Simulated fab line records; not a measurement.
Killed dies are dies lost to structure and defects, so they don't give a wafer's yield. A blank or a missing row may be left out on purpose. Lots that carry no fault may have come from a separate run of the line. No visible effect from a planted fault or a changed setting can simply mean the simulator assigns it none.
Matching of chambers | flow n5-finfet | N5_BEOL_M14_ILD_DEP_00 on pecvd-02: 3 sister chambers
The step deposits SiO2 from TEOS/O2, target thk 1119.3 nm, time 237.4 s. 24 wafers are shown with their chamber, then 12 later ones without.

== EACH WAFER AND ITS CHAMBER ==
wafer  | chamber | throttle-valve-pct (%) | heater-power-w (W) | showerhead-plenum-p-Torr (Torr)
L077.2 | 1       | 19.0                   | 619                | 8.348
L077.3 | 1       | 19.2                   | 683                | 8.362
L077.4 | 2       | 17.8                   | 397                | 8.351
L079.1 | 1       | 19.2                   | 720                | 8.389
L079.2 | 2       | 18.1                   | 508                | 8.324
L079.4 | 0       | 19.4                   | 492                | 8.320
L080.2 | 0       | 19.4                   | 663                | 8.357
L080.4 | 1       | 19.5                   | 553                | 8.363
L080.5 | 0       | 19.5                   | 501                | 8.344
L083.2 | 2       | 18.3                   | 407                | 8.333
L083.4 | 0       | 19.4                   | 673                | 8.338
L083.6 | 1       | 19.1                   | 644                | 8.363
L082.1 | 0       | 19.4                   | 626                | 8.337
L082.4 | 2       | 18.2                   | 384                | 8.308
L082.6 | 0       | 19.8                   | 664                | 8.341
L084.1 | 2       | 18.3                   | 390                | 8.326
L084.2 | 0       | 19.3                   | 532                | 8.317
L084.3 | 1       | 19.4                   | 688                | 8.368
L085.2 | 1       | 19.4                   | 680                | 8.361
L085.3 | 0       | 19.7                   | 619                | 8.352
L085.6 | 0       | 19.3                   | 650                | 8.337
L087.1 | 1       | 19.4                   | 703                | 8.368
L087.2 | 2       | 18.5                   | 403                | 8.340
L087.5 | 1       | 19.5                   | 558                | 8.360

SIGNATURES, as means of the wafers listed above
reading                  | chamber 0 | chamber 1 | chamber 2 | scatter within a chamber
throttle-valve-pct       | 19.467    | 19.300    | 18.200    | 0.193
heater-power-w           | 602.22    | 649.78    | 414.83    | 63.2
showerhead-plenum-p-Torr | 8.33811   | 8.36467   | 8.33033   | 0.0127
Rule: for each reading, subtract the chamber's mean from the wafer's reading, divide by that reading's scatter and square the result; add these up over the readings and take the root, which gives the wafer's distance from the chamber. The wafer belongs to the nearest chamber; if the next one is less than 2 further off, it can't be placed. The scatter is the square root of a quotient: the sum, over the shown wafers, of each reading's squared deviation from its chamber's mean, divided by wafers minus chambers.

== WAFERS MISSING THEIR CHAMBER ==
wafer  | throttle-valve-pct (%) | heater-power-w (W) | showerhead-plenum-p-Torr (Torr)
L089.1 | 19.4                   | 720                | 8.366
L089.3 | 19.2                   | 637                | 8.338
L089.4 | 18.5                   | 528                | 8.346
L090.2 | 18.3                   | 517                | 8.326
L090.5 | 19.5                   | 506                | 8.337
L090.6 | 18.2                   | 388                | 8.347
L092.1 | 19.4                   | 554                | 8.370
L092.2 | 19.4                   | 602                | 8.349
L092.5 | 18.6                   | 468                | 8.334
L094.2 | 18.6                   | 510                | 8.337
L094.3 | 19.2                   | 712                | 8.357
L094.6 | 18.3                   | 388                | 8.334

== THE CHAMBER EACH PASSED THROUGH ==
wafer  | from the rows above     | in truth
L089.1 | can't be placed: 1 or 0 | 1
L089.3 | can't be placed: 0 or 1 | 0
L089.4 | 2                       | 2
L090.2 | 2                       | 2
L090.5 | can't be placed: 0 or 1 | 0
L090.6 | 2                       | 2
L092.1 | can't be placed: 1 or 0 | 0
L092.2 | can't be placed: 0 or 1 | 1
L092.5 | 2                       | 2
L094.2 | 2                       | 2
L094.3 | can't be placed: 1 or 0 | 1
L094.6 | 2                       | 2
6 of 12 placed correctly. These rows do not allow placing 6 (true chamber among the candidates in 6). Placed wrongly: 0.
